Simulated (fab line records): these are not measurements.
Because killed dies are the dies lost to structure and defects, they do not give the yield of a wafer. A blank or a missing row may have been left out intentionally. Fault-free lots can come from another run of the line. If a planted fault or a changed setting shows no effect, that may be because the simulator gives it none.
Chamber matching | flow n5 finfet | rie diel-06 running N5_BEOL_M14_ETCH_67: 4 sister chambers
The step etches SiARC in CF4, target depth 143 nm, time 238.3 s. 4 wafers are shown with their chamber, then 12 later ones without.

WAFERS PAIRED WITH THEIR CHAMBERS
wafer  | chamber | throttle valve pct (%)
L085.5 | 2       | 15.94
L087.1 | 1       | 15.83
L087.5 | 0       | 15.34
L087.6 | 3       | 15.66

WAFERS WITHOUT THEIR CHAMBER
wafer  | throttle valve pct (%)
L090.4 | 15.66
L090.5 | 15.67
L090.6 | 15.95
L097.3 | 15.87
L097.4 | 15.36
L097.5 | 15.70
L095.1 | 15.70
L095.2 | 15.37
L095.3 | 15.90
L095.4 | 15.86
L095.5 | 15.71
L095.6 | 15.35

EACH ONE'S CHAMBER
wafer  | from the rows above     | in truth
L090.4 | 3                       | 3
L090.5 | 3                       | 3
L090.6 | 2                       | 2
L097.3 | can't be placed: 1 or 2 | 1
L097.4 | 0                       | 0
L097.5 | 3                       | 3
L095.1 | 3                       | 3
L095.2 | 0                       | 0
L095.3 | can't be placed: 2 or 1 | 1
L095.4 | can't be placed: 1 or 2 | 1
L095.5 | 3                       | 3
L095.6 | 0                       | 0
9 of 12 placed correctly. Not placeable from these rows: 3 (in 3, the candidates include the true chamber). Wrongly placed: 0.
How it was worked out, from the rows above alone: a wafer's distance from a chamber is the root of the sum, over the readings, of the square of ((its reading less the chamber's mean) divided by the reading's scatter). If the next closest chamber is less than 2 further off than the closest, the wafer can't be placed; otherwise it belongs to the closest. The mean given for a chamber averages the wafers shown for that chamber. The scatter (one wafer shown for each chamber): square how far every hidden wafer sits from the nearest shown wafer, average those squares and take the square root.
